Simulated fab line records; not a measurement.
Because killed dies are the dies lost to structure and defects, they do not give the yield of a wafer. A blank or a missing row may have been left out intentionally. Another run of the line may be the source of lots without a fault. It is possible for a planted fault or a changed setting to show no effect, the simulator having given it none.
fab line records + flow nandHarc
record
- lots=13
- wafers=39
- lastDay=32
route steps=1302 shown P_GATE@151 END@1302
lots that met no fault: taken from a fault-free run of the same line
startH: hours from the record's opening day to when the first of the lot's shown wafers began + waitH: time in hours since the lot's previous step + " as in the row above + L1.1+2: several wafers, shown together as one row + - no value, or no start was given + * or withheld: withheld + < > ~ a bound
route shown NAME@n: names a module that has steps shown in the file, with the first one's number in the route + usual: mean and standard deviation over wafers with no fault + same: alike in all rows + chamber/n: place in a boat + sites: the reading at each site + _std_site: standard deviation of those values + _edge_site: inner sites' mean taken away from outer sites' mean + radiusMm: for every site, how far away it sits from the centre of the wafer + mask NAME#n: copy n + behind: the tool/chamber that last shaped the wafer + hold: why the lot was held/for how many hours/how that ended + device: the transistor (n, p or np) that didn't switch + end of line: the route-end tests of the same wafers + a step with no rows: only its recipe + killed: the dies lost at the first sort to structure and to defects; this is not the yield of the wafer + map: dies across one wafer; x = killed, . = not, _ = none there
set.NAME: the run value of the setting; set.NAME@STEP: its run value at that earlier step + model.NAME: the simulator's own value behind a step, which no gauge read
steps of the route over a sample of lots; a table a step, a row a wafer
services: a tool's chamber out of use, with start hour (startH, from the record's first day; less than 0 if before it), hours out, and reason
## steps
# step NHARC_P_GATE_CD_MEAS_33
# usual
- cdNm=119/4.5
| lot.wafer | tool     | chamber | startH | waitH | cdNm |
|-----------|----------|---------|--------|-------|------|
| L474.2    | cdSem-02 | -       | 115.52 | -     | 128  |
| L474.3    | "        | -       | "      | "     | 125  |
| L474.6    | "        | -       | "      | "     | 122  |
| L475.2    | cdSem-03 | -       | 131.55 | -     | 111  |
| L475.3    | "        | -       | "      | "     | 120  |
| L475.4    | "        | -       | "      | "     | 119  |
| L476.3    | cdSem-03 | -       | 132.63 | -     | 117  |
| L476.4    | "        | -       | "      | "     | 113  |
| L476.6    | "        | -       | "      | "     | 118  |
| L477.1    | cdSem-02 | -       | 143.43 | 0.1   | 112  |
| L477.3    | "        | -       | "      | "     | 121  |
| L477.6    | "        | -       | "      | "     | 120  |
| L481.1    | cdSem-01 | -       | 195.30 | -     | 122  |
| L481.3    | "        | -       | "      | "     | 119  |
| L481.4    | "        | -       | "      | "     | 118  |
| L483.3    | cdSem-01 | -       | 211.03 | -     | 121  |
| L483.5    | "        | -       | "      | "     | 120  |
| L483.6    | "        | -       | "      | "     | 128  |
| L484.1    | cdSem-01 | -       | 216.09 | -     | 113  |
| L484.4    | "        | -       | "      | "     | 114  |
| L484.6    | "        | -       | "      | "     | 116  |
| L486.1    | cdSem-01 | -       | 240.62 | -     | 126  |
| L486.4    | "        | -       | "      | "     | 122  |
| L486.6    | "        | -       | "      | "     | 121  |
| L487.4    | cdSem-02 | -       | 246.50 | -     | 121  |
| L487.5    | "        | -       | "      | "     | 123  |
| L487.6    | "        | -       | "      | "     | 119  |
| L488.3    | cdSem-02 | -       | 261.15 | 0.2   | 118  |
| L488.4    | "        | -       | "      | "     | 113  |
| L488.5    | "        | -       | "      | "     | 112  |
| L489.3    | cdSem-01 | -       | 269.58 | 0.2   | 123  |
| L489.4    | "        | -       | "      | "     | 121  |
| L489.5    | "        | -       | "      | "     | 126  |
| L490.1    | cdSem-03 | -       | 285.57 | -     | 113  |
| L490.3    | "        | -       | "      | "     | 122  |
| L490.5    | "        | -       | "      | "     | 117  |
| L494.3    | cdSem-01 | -       | 309.63 | -     | 127  |
| L494.5    | "        | -       | "      | "     | 127  |
| L494.6    | "        | -       | "      | "     | 124  |
# step NHARC_P_GATE_STRIP_101
# recipe
- timeS=20
- o2FlowSccm=500
- arFlowSccm=0
- biasW=0
- chemistry=O2
# usual
- drypumpMotorCurrentA=6.0/0.38
- oesProductAu=0.995/0.01
- rfVppV=57.7/0.82
- showerheadPlenumPTorr=3.51/0.099
- throttleValvePct=17.036/0.0098
# same
- biasW=0
| lot.wafer | tool       | chamber | startH | waitH | drypumpMotorCurrentA | oesProductAu | rfHoursCounterH | rfVppV | showerheadPlenumPTorr | throttleValvePct |
|-----------|------------|---------|--------|-------|----------------------|--------------|-----------------|--------|-----------------------|------------------|
| L474.2    | rieDiel-09 | 3       | 125.56 | 0.1   | 6.3                  | 1.000        | 11              | 57.9   | 3.52                  | 17.019           |
| L474.3    | "          | 0       | "      | "     | 5.7                  | 0.991        | 9               | 57.8   | 3.39                  | 17.033           |
| L474.6    | "          | 1       | "      | "     | 6.2                  | 0.987        | -               | 58.2   | 3.57                  | 17.034           |
| L475.2    | rieDiel-09 | 3       | 141.63 | 0.1   | 6.3                  | 1.003        | 12              | 58.3   | 3.52                  | 17.053           |
| L475.3    | "          | 1       | "      | "     | 6.2                  | 0.983        | 10              | 59.0   | 3.57                  | 17.022           |
| L475.4    | "          | 1       | "      | "     | 6.2                  | 0.991        | -               | 57.4   | 3.57                  | 17.028           |
| L476.3    | rieDiel-03 | 3       | 142.80 | 0.1   | 5.8                  | 0.993        | 1               | 58.6   | 3.40                  | 17.027           |
| L476.4    | "          | 0       | "      | "     | 6.6                  | 0.993        | 1               | 58.8   | 3.59                  | 17.037           |
| L476.6    | "          | 0       | "      | "     | 6.6                  | 0.999        | -               | 57.6   | 3.59                  | 17.029           |
| L477.3    | rieDiel-03 | 0       | 153.49 | 0.1   | 6.6                  | 0.995        | 2               | 59.0   | 3.59                  | 17.044           |
| L477.1    | "          | 2       | "      | "     | 5.6                  | 0.991        | 2               | 56.8   | 3.37                  | 17.030           |
| L477.6    | "          | 0       | "      | "     | 6.6                  | 0.990        | -               | 58.2   | 3.59                  | 17.019           |
| L481.1    | rieDiel-09 | 0       | 205.35 | 0.1   | 5.6                  | 0.989        | 2               | 58.2   | 3.39                  | 17.029           |
| L481.4    | "          | 1       | "      | "     | 6.2                  | 0.986        | 2               | 56.8   | 3.57                  | 17.048           |
| L481.3    | "          | 2       | "      | "     | 6.0                  | 0.984        | 2               | 58.4   | 3.65                  | 17.028           |
| L483.3    | rieDiel-03 | 1       | 221.11 | 0.1   | 6.0                  | 0.990        | 4               | 56.8   | 3.62                  | 17.035           |
| L483.5    | "          | 0       | "      | "     | 6.6                  | 1.008        | -               | 57.1   | 3.59                  | 17.048           |
| L483.6    | "          | 1       | "      | "     | 6.0                  | 0.990        | -               | 58.0   | 3.62                  | 17.039           |
| L484.1    | rieDiel-09 | 2       | 226.11 | 0.1   | 6.0                  | 0.991        | 3               | 57.9   | 3.65                  | 17.031           |
| L484.6    | "          | 2       | "      | "     | 6.0                  | 0.989        | -               | 57.7   | 3.65                  | 17.030           |
| L484.4    | "          | 0       | "      | "     | 5.6                  | 0.993        | -               | 57.3   | 3.39                  | 17.031           |
| L486.1    | rieDiel-09 | 2       | 250.87 | 0.1   | 6.0                  | 0.985        | 5               | 58.6   | 3.65                  | 17.030           |
| L486.4    | "          | 1       | "      | "     | 6.2                  | 0.984        | -               | 57.5   | 3.57                  | 17.025           |
| L486.6    | "          | 0       | "      | "     | 5.7                  | 0.986        | -               | 58.3   | 3.39                  | 17.035           |
| L487.4    | rieDiel-12 | 1       | 256.61 | 0.1   | 6.0                  | 1.003        | 11              | 59.4   | 3.48                  | 17.039           |
| L487.6    | "          | 3       | "      | "     | 6.7                  | 1.005        | -               | 57.6   | 3.51                  | 17.048           |
| L487.5    | "          | 0       | "      | "     | 5.6                  | 1.004        | -               | 57.4   | 3.64                  | 17.027           |
| L488.4    | rieDiel-03 | 1       | 271.27 | 0.1   | 6.0                  | 1.008        | 7               | 56.5   | 3.62                  | 17.034           |
| L488.3    | "          | 2       | "      | "     | 5.6                  | 0.986        | 9               | 54.9   | 3.37                  | 17.036           |
| L488.5    | "          | 0       | "      | "     | 6.6                  | 0.987        | -               | 60.1   | 3.59                  | 17.020           |
| L489.3    | rieDiel-09 | 0       | 279.69 | 0.1   | 5.7                  | 0.993        | 6               | 56.7   | 3.39                  | 17.046           |
| L489.5    | "          | 2       | "      | "     | 6.0                  | 1.006        | -               | 58.2   | 3.65                  | 17.037           |
| L489.4    | "          | 3       | "      | "     | 6.3                  | 1.028        | -               | 58.2   | 3.52                  | 17.034           |
| L490.1    | rieDiel-03 | 3       | 297.85 | 0.1   | 5.8                  | 0.993        | 0               | 56.8   | 3.39                  | 17.030           |
| L490.3    | "          | 0       | "      | "     | 6.6                  | 1.005        | 0               | 56.8   | 3.59                  | 17.045           |
| L490.5    | "          | 3       | "      | "     | 5.8                  | 0.992        | -               | 57.5   | 3.39                  | 17.045           |
| L494.3    | rieDiel-12 | 0       | 319.65 | 0.1   | 5.5                  | 0.978        | 2               | 56.8   | 3.63                  | 17.019           |
| L494.5    | "          | 2       | "      | "     | 5.2                  | 1.013        | -               | 57.8   | 3.43                  | 17.047           |
| L494.6    | "          | 3       | "      | "     | 6.7                  | 0.988        | -               | 58.1   | 3.51                  | 17.039           |
# step NHARC_P_GATE_DESCUM_93
# recipe
- timeS=3
- o2FlowSccm=200
- arFlowSccm=0
- biasPowerW=0
- chemistry=O2
# usual
- drypumpMotorCurrentA=6.0/0.41
- oesProductAu=0.996/0.013
- rfVppV=57.7/0.88
- showerheadPlenumPTorr=1.90/0.057
- throttleValvePct=11.312/0.0092
# same
- biasPowerW=0
| lot.wafer | tool       | chamber | startH | waitH | drypumpMotorCurrentA | oesProductAu | rfHoursCounterH | rfVppV | showerheadPlenumPTorr | throttleValvePct |
|-----------|------------|---------|--------|-------|----------------------|--------------|-----------------|--------|-----------------------|------------------|
| L474.3    | rieDiel-03 | 0       | 130.14 | -     | 6.6                  | 0.988        | 0.8             | 57.5   | 1.95                  | 11.304           |
| L474.2    | "          | 2       | "      | "     | 5.6                  | 0.993        | 0.7             | 56.3   | 1.82                  | 11.317           |
| L474.6    | "          | 3       | "      | "     | 5.8                  | 1.003        | -               | 57.6   | 1.84                  | 11.322           |
| L475.4    | rieDiel-12 | 0       | 146.51 | -     | 5.6                  | 0.986        | 3.8             | 58.5   | 1.98                  | 11.293           |
| L475.2    | "          | 2       | "      | "     | 5.2                  | 1.012        | 3.4             | 58.5   | 1.86                  | 11.316           |
| L475.3    | "          | 3       | "      | "     | 6.7                  | 1.003        | 3.4             | 58.2   | 1.91                  | 11.293           |
| L476.4    | rieDiel-03 | 0       | 147.29 | -     | 6.6                  | 0.990        | -               | 57.7   | 1.95                  | 11.302           |
| L476.3    | "          | 2       | "      | "     | 5.6                  | 0.997        | -               | 57.0   | 1.82                  | 11.305           |
| L476.6    | "          | 0       | "      | "     | 6.6                  | 0.988        | -               | 57.5   | 1.95                  | 11.315           |
| L477.3    | rieDiel-09 | 3       | 158.25 | -     | 6.4                  | 1.010        | 0.2             | 58.5   | 1.91                  | 11.320           |
| L477.1    | "          | 1       | "      | "     | 6.2                  | 0.995        | 0.2             | 57.8   | 1.94                  | 11.312           |
| L477.6    | "          | 3       | "      | "     | 6.4                  | 1.006        | -               | 58.3   | 1.91                  | 11.301           |
| L481.3    | rieDiel-09 | 3       | 209.90 | -     | 6.3                  | 1.022        | 2.6             | 57.9   | 1.91                  | 11.322           |
| L481.1    | "          | 0       | "      | "     | 5.6                  | 0.983        | 2.4             | 58.0   | 1.83                  | 11.301           |
| L481.4    | "          | 1       | "      | "     | 6.2                  | 0.986        | 2.2             | 56.3   | 1.94                  | 11.311           |
| L483.3    | rieDiel-09 | 1       | 225.68 | -     | 6.2                  | 0.987        | 3.5             | 58.2   | 1.94                  | 11.303           |
| L483.5    | "          | 2       | "      | "     | 6.0                  | 0.995        | -               | 58.9   | 1.98                  | 11.312           |
| L483.6    | "          | 3       | "      | "     | 6.3                  | 1.014        | -               | 58.1   | 1.91                  | 11.315           |
| L484.4    | rieDiel-03 | 1       | 230.68 | -     | 6.0                  | 1.005        | 4.5             | 58.0   | 1.97                  | 11.303           |
| L484.1    | "          | 3       | "      | "     | 5.8                  | 0.989        | 5.5             | 55.9   | 1.83                  | 11.317           |
| L484.6    | "          | 2       | "      | "     | 5.6                  | 0.997        | -               | 57.7   | 1.82                  | 11.297           |
| L486.4    | rieDiel-09 | 0       | 255.16 | -     | 5.6                  | 0.990        | 4.8             | 57.3   | 1.83                  | 11.300           |
| L486.1    | "          | 3       | "      | "     | 6.3                  | 1.018        | 4.3             | 59.2   | 1.91                  | 11.309           |
| L486.6    | "          | 1       | "      | "     | 6.2                  | 0.986        | -               | 59.1   | 1.94                  | 11.317           |
| L487.4    | rieDiel-09 | 1       | 261.28 | -     | 6.2                  | 0.982        | 5.2             | 58.7   | 1.94                  | 11.324           |
| L487.6    | "          | 2       | "      | "     | 6.0                  | 1.003        | -               | 57.0   | 1.98                  | 11.318           |
| L487.5    | "          | 3       | "      | "     | 6.3                  | 1.016        | -               | 56.4   | 1.91                  | 11.327           |
| L488.3    | rieDiel-03 | 0       | 275.56 | -     | 6.6                  | 0.998        | 8.1             | 57.3   | 1.95                  | 11.317           |
| L488.4    | "          | 1       | "      | "     | 6.0                  | 1.006        | 6.7             | 58.6   | 1.97                  | 11.311           |
| L488.5    | "          | 3       | "      | "     | 5.7                  | 0.976        | -               | 57.8   | 1.83                  | 11.321           |
| L489.3    | rieDiel-09 | 3       | 284.01 | -     | 6.3                  | 1.014        | 5.7             | 55.7   | 1.91                  | 11.313           |
| L489.5    | "          | 3       | "      | "     | 6.3                  | 1.024        | -               | 58.9   | 1.91                  | 11.324           |
| L489.4    | "          | 2       | "      | "     | 6.0                  | 0.996        | -               | 57.0   | 1.98                  | 11.314           |
| L490.1    | rieDiel-03 | 1       | 302.14 | -     | 6.0                  | 0.979        | 0.9             | 58.1   | 1.97                  | 11.315           |
| L490.3    | "          | 2       | "      | "     | 5.6                  | 0.996        | 0.9             | 57.9   | 1.82                  | 11.319           |
| L490.5    | "          | 2       | "      | "     | 5.6                  | 1.000        | -               | 56.1   | 1.82                  | 11.315           |
| L494.3    | rieDiel-12 | 1       | 324.22 | -     | 5.9                  | 1.002        | 3.7             | 56.3   | 1.88                  | 11.308           |
| L494.5    | "          | 2       | "      | "     | 5.2                  | 1.006        | -               | 58.1   | 1.85                  | 11.317           |
| L494.6    | "          | 3       | "      | "     | 6.6                  | 0.992        | -               | 59.1   | 1.90                  | 11.314           |
# step NHARC_P_GATE_RTA_64
# recipe
- tempC=1050
- timeS=1
# usual
- annealTempCMax=1057.0/1.2
- lampPowerPct=33.6/2
- lamp_zone_3_pct=33.6/2
- wafer_temp_C_max=1054.6/1.1
| lot.wafer | tool         | chamber | startH | waitH | annealTempCMax | lampPowerPct | lamp_zone_3_pct | wafer_temp_C_max |
|-----------|--------------|---------|--------|-------|----------------|--------------|-----------------|------------------|
| L474.2    | rtpAnneal-01 | -       | 131.80 | -     | -              | -            | -               | -                |
| L474.3    | "            | -       | "      | "     | -              | -            | -               | -                |
| L474.6    | "            | -       | "      | "     | -              | -            | -               | -                |
| L475.2    | rtpAnneal-01 | -       | 148.19 | -     | -              | -            | -               | -                |
| L475.3    | "            | -       | "      | "     | -              | -            | -               | -                |
| L475.4    | "            | -       | "      | "     | -              | -            | -               | -                |
| L476.3    | rtpAnneal-02 | -       | 149.02 | -     | -              | -            | -               | -                |
| L476.4    | "            | -       | "      | "     | -              | -            | -               | -                |
| L476.6    | "            | -       | "      | "     | -              | -            | -               | -                |
| L477.1    | rtpAnneal-01 | 0       | 159.89 | -     | 1057.0         | 35.3         | 35.3            | 1053.3           |
| L477.3    | "            | 0       | "      | "     | 1056.7         | 35.3         | 35.3            | 1054.5           |
| L477.6    | "            | 0       | "      | "     | 1057.3         | 35.3         | 35.3            | 1055.2           |
| L481.1    | rtpAnneal-02 | 0       | 211.54 | -     | 1058.7         | 31.3         | 31.3            | 1057.5           |
| L481.3    | "            | 0       | "      | "     | 1058.5         | 31.2         | 31.4            | 1054.6           |
| L481.4    | "            | 0       | "      | "     | 1059.1         | 31.4         | 31.3            | 1056.3           |
| L483.3    | rtpAnneal-01 | 0       | 227.35 | -     | 1059.0         | 35.2         | 35.3            | 1053.4           |
| L483.5    | "            | 0       | "      | "     | 1055.7         | 35.2         | 35.2            | 1054.2           |
| L483.6    | "            | 0       | "      | "     | 1056.5         | 35.3         | 35.2            | 1054.7           |
| L484.1    | rtpAnneal-02 | 0       | 232.32 | -     | 1055.7         | 31.3         | 31.3            | 1053.0           |
| L484.4    | "            | 0       | "      | "     | 1056.2         | 31.3         | 31.2            | 1054.9           |
| L484.6    | "            | 0       | "      | "     | 1057.3         | 31.3         | 31.2            | 1056.2           |
| L486.1    | rtpAnneal-02 | 0       | 256.80 | -     | 1057.0         | 31.3         | 31.3            | 1055.5           |
| L486.4    | "            | 0       | "      | "     | 1060.1         | 31.3         | 31.3            | 1056.3           |
| L486.6    | "            | 0       | "      | "     | 1057.5         | 31.2         | 31.3            | 1056.5           |
| L487.4    | rtpAnneal-02 | 0       | 262.99 | -     | 1056.7         | 31.3         | 31.3            | 1055.7           |
| L487.5    | "            | 0       | "      | "     | 1055.9         | 31.3         | 31.3            | 1054.4           |
| L487.6    | "            | 0       | "      | "     | 1056.1         | 31.3         | 31.3            | 1056.0           |
| L488.3    | rtpAnneal-01 | 0       | 277.24 | -     | 1059.2         | 35.3         | 35.3            | 1054.9           |
| L488.4    | "            | 0       | "      | "     | 1056.8         | 35.3         | 35.3            | 1054.5           |
| L488.5    | "            | 0       | "      | "     | 1059.3         | 35.3         | 35.3            | 1053.6           |
| L489.3    | rtpAnneal-02 | 0       | 285.79 | -     | 1057.5         | 31.3         | 31.3            | 1054.6           |
| L489.4    | "            | 0       | "      | "     | 1056.5         | 31.3         | 31.3            | 1055.5           |
| L489.5    | "            | 0       | "      | "     | 1056.6         | 31.3         | 31.3            | 1055.7           |
| L490.1    | rtpAnneal-02 | 0       | 303.79 | -     | 1055.9         | 31.3         | 31.3            | 1055.8           |
| L490.3    | "            | 0       | "      | "     | 1057.7         | 31.3         | 31.3            | 1057.2           |
| L490.5    | "            | 0       | "      | "     | 1057.6         | 31.3         | 31.3            | 1053.8           |
| L494.3    | rtpAnneal-02 | 0       | 325.88 | -     | 1056.4         | 31.2         | 31.3            | 1056.0           |
| L494.5    | "            | 0       | "      | "     | 1058.4         | 31.2         | 31.2            | 1054.5           |
| L494.6    | "            | 0       | "      | "     | 1058.3         | 31.3         | 31.2            | 1056.0           |
# step NHARC_END_SORT_01
# recipe
- tempC=25
# usual
- killedAtArray=54/12
- killedAtOther=0.7/1.1
- killedAtPeriphery=3.9/2.8
- killedDies=59/13
- killedOpen=3.4/2
- killedShort=2.5/1.7
# same
- grossDies=677
| lot.wafer | tool      | chamber | startH | waitH | killedAtArray | killedAtOther | killedAtPeriphery | killedDies | killedOpen | killedShort |
|-----------|-----------|---------|--------|-------|---------------|---------------|-------------------|------------|------------|-------------|
| L474.2    | prober-01 | 0       | 585.91 | 2.8   | 55            | 0             | 622               | 677        | 2          | 3           |
| L474.3    | prober-01 | 0       | 586.71 | 3.1   | 53            | 0             | 624               | 677        | 1          | 2           |
| L474.6    | prober-01 | 0       | 589.11 | 4.0   | 60            | 0             | 617               | 677        | 3          | 3           |
| L476.3    | prober-02 | 0       | 600.97 | 3.1   | 38            | 1             | 638               | 677        | 3          | 2           |
| L476.4    | prober-02 | 0       | 601.76 | 3.4   | 43            | 0             | 634               | 677        | 2          | 3           |
| L476.6    | prober-02 | 0       | 603.36 | 4.0   | 42            | 1             | 634               | 677        | 1          | 3           |
| L490.1    | prober-01 | 0       | 731.57 | 2.5   | 44            | 2             | 4                 | 50         | 2          | 3           |
| L490.3    | prober-01 | 0       | 733.16 | 3.1   | 37            | 0             | 2                 | 39         | 2          | 1           |
| L490.5    | prober-01 | 0       | 734.76 | 3.7   | 47            | 1             | 4                 | 52         | 5          | 7           |
# killed by level:class
L474.2 P_GATE:areaRta=612 A_CHANNEL_HOLE_D2:chamberFilmFlake=22 A_CHANNEL_HOLE_D1:chamberFilmFlake=21 P_BONDPAD:chamberFilmFlake=7 P_ZERO_WELL:chamberFilmFlake=3 A_CONTACT:chamberFilmFlake=3 A_STAIRCASE:chamberFilmFlake=2 A_ONON_D1:geometricParticle:short=1
L474.3 P_GATE:areaRta=609 A_CHANNEL_HOLE_D2:chamberFilmFlake=24 A_CHANNEL_HOLE_D1:chamberFilmFlake=22 P_BONDPAD:chamberFilmFlake=9 A_CONTACT:chamberFilmFlake=3 P_GATE:chamberFilmFlake=2 A_WL_FILL:chamberFilmFlake=2 P_GATE:geometricParticle:short=1
L474.6 P_GATE:areaRta=604 A_CHANNEL_HOLE_D2:chamberFilmFlake=35 A_CHANNEL_HOLE_D1:chamberFilmFlake=19 P_BONDPAD:chamberFilmFlake=6 P_CONTACT:geometricParticle:open=2 P_GATE:chamberFilmFlake=2 A_DECK1_JOINT:chamberFilmFlake=2 P_STI:geometricParticle:open=1
L476.3 P_GATE:areaRta=634 A_SLIT:chamberFilmFlake=19 A_CHANNEL_HOLE_D2:chamberFilmFlake=5 A_CONTACT:chamberFilmFlake=5 A_STAIRCASE:chamberFilmFlake=3 A_ONON_D1:geometricParticle:short=2 P_GATE:chamberFilmFlake=2 A_CHANNEL_HOLE_D1:chamberFilmFlake=2
L476.4 P_GATE:areaRta=633 A_SLIT:chamberFilmFlake=23 A_CHANNEL_HOLE_D2:chamberFilmFlake=7 A_CONTACT:chamberFilmFlake=5 A_CHANNEL_HOLE_D1:chamberFilmFlake=3 P_GATE:geometricParticle:open=1 A_CHANNEL_FILL_D1:geometricParticle:short=1 A_CHANNEL_FILL_D2:geometricParticle:open=1
L476.6 P_GATE:areaRta=633 A_SLIT:chamberFilmFlake=17 A_CHANNEL_HOLE_D2:chamberFilmFlake=12 A_CONTACT:chamberFilmFlake=7 A_CHANNEL_HOLE_D1:chamberFilmFlake=3 P_CONTACT:geometricParticle:open=1 A_CHANNEL_FILL_D1:geometricParticle:short=1 A_SGD_CUT:geometricParticle:short=1
L490.1 A_CHANNEL_HOLE_D1:chamberFilmFlake=29 A_SLIT:chamberFilmFlake=5 P_GATE:chamberFilmFlake=3 A_CONTACT:chamberFilmFlake=3 A_STAIRCASE:chamberFilmFlake=2 THIN_TSV:chamberFilmFlake=2 A_CHANNEL_HOLE_D1:geometricParticle:open=1 A_ONON_D2:geometricParticle:short=1
L490.3 A_CHANNEL_HOLE_D1:chamberFilmFlake=19 A_CONTACT:chamberFilmFlake=7 A_STAIRCASE:chamberFilmFlake=4 A_CHANNEL_HOLE_D1:geometricParticle:open=2 A_SLIT:chamberFilmFlake=2 A_CHANNEL_FILL_D1:geometricParticle:short=1 P_GATE:chamberFilmFlake=1 P_M1:chamberFilmFlake=1
L490.5 A_CHANNEL_HOLE_D1:chamberFilmFlake=24 A_CONTACT:chamberFilmFlake=6 A_SLIT:chamberFilmFlake=4 A_WL_FILL:geometricParticle:short=3 A_WL_FILL:chamberFilmFlake=3 A_STAIRCASE:chamberFilmFlake=2 P_CONTACT:geometricParticle:open=1 P_CONTACT:geometricParticle:short=1
## services
| tool       | chamber | startH | hours | kind      |
|------------|---------|--------|-------|-----------|
| rieDiel-03 | 2       | 102.53 | 2.8   | repair    |
| rieDiel-03 | -       | 104.38 | 9.0   | pm        |
| rieDiel-09 | 2       | 121.83 | 23.1  | repair    |
| rieDiel-09 | 0       | 122.10 | -     | clean     |
| rieDiel-09 | 1       | 122.10 | -     | clean     |
| rieDiel-09 | 3       | 122.10 | -     | clean     |
| rieDiel-03 | 3       | 143.02 | 5.1   | repair    |
| rieDiel-09 | -       | 143.10 | 9.0   | pm        |
| rieDiel-09 | 0       | 143.10 | 9.0   | ventCycle |
| rieDiel-09 | 1       | 143.10 | 9.0   | ventCycle |
| rieDiel-09 | 3       | 143.10 | 9.0   | ventCycle |
| rieDiel-03 | 1       | 144.61 | 4.3   | repair    |
| rieDiel-09 | 0       | 152.10 | -     | clean     |
| rieDiel-09 | 1       | 176.05 | 6.8   | repair    |
| rieDiel-12 | -       | 178.74 | 0.9   | repair    |
| rieDiel-03 | 1       | 214.61 | 2.2   | repair    |
| rieDiel-03 | -       | 215.09 | 1.3   | repair    |
| rieDiel-09 | 3       | 225.95 | 7.5   | repair    |
| rieDiel-09 | 3       | 246.88 | 4.9   | repair    |
| rieDiel-03 | 3       | 258.41 | 12.7  | repair    |
| rieDiel-12 | -       | 268.40 | 9.0   | pm        |
| rieDiel-09 | 1       | 278.84 | 10.1  | repair    |
| rieDiel-03 | -       | 281.38 | 9.0   | pm        |
| rieDiel-09 | -       | 320.10 | 9.0   | pm        |
## key
firstSign
- step=NHARC_P_GATE_RTA_64
- reading=toolRecord
- direction=missing
effect
- step=NHARC_END_SORT_01
- reading=killedAtPeriphery
- direction=up
- sigmas=99+
- usual=3.9
- struck=628.2
moreKillsBornAt
- NHARC_P_GATE_RTA_64@rtpAnneal-02=1900
- NHARC_P_GATE_RTA_64@rtpAnneal-01=1825
metAt NHARC_P_GATE_RTA_64
struckLots L474,L475,L476
rowsEnd L475.2,L475.3,L475.4
laterRowsLeftOut L474.2,L474.3,L474.6,L476.3,L476.4,L476.6
testerLeftOut L474,L476
notActingAt NHARC_P_GATE_CD_MEAS_33,NHARC_P_GATE_STRIP_101,NHARC_P_GATE_DESCUM_93
fault
- kind=skippedStepWhole
- tool=rtpAnneal-01,rtpAnneal-02
- chamber=-
- onsetH=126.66
- steps=NHARC_P_GATE_RTA_64
- scope=struckLotsOnly
# testerLeftOut: of these lots the tester's yield and bins aren't shown, on N5 and GAA mostly nor the transistor test; their killed dies are dies lost to structure and defects alone, not to doping, threshold or leakage, so they don't give the yield
# laterRowsLeftOut: the simulator's readings of these wafers behind a module that went badly wrong aren't trusted and aren't shown, but for the sort
# rowsEnd: these wafers met a further fault down the route, and their rows from its step on are left out
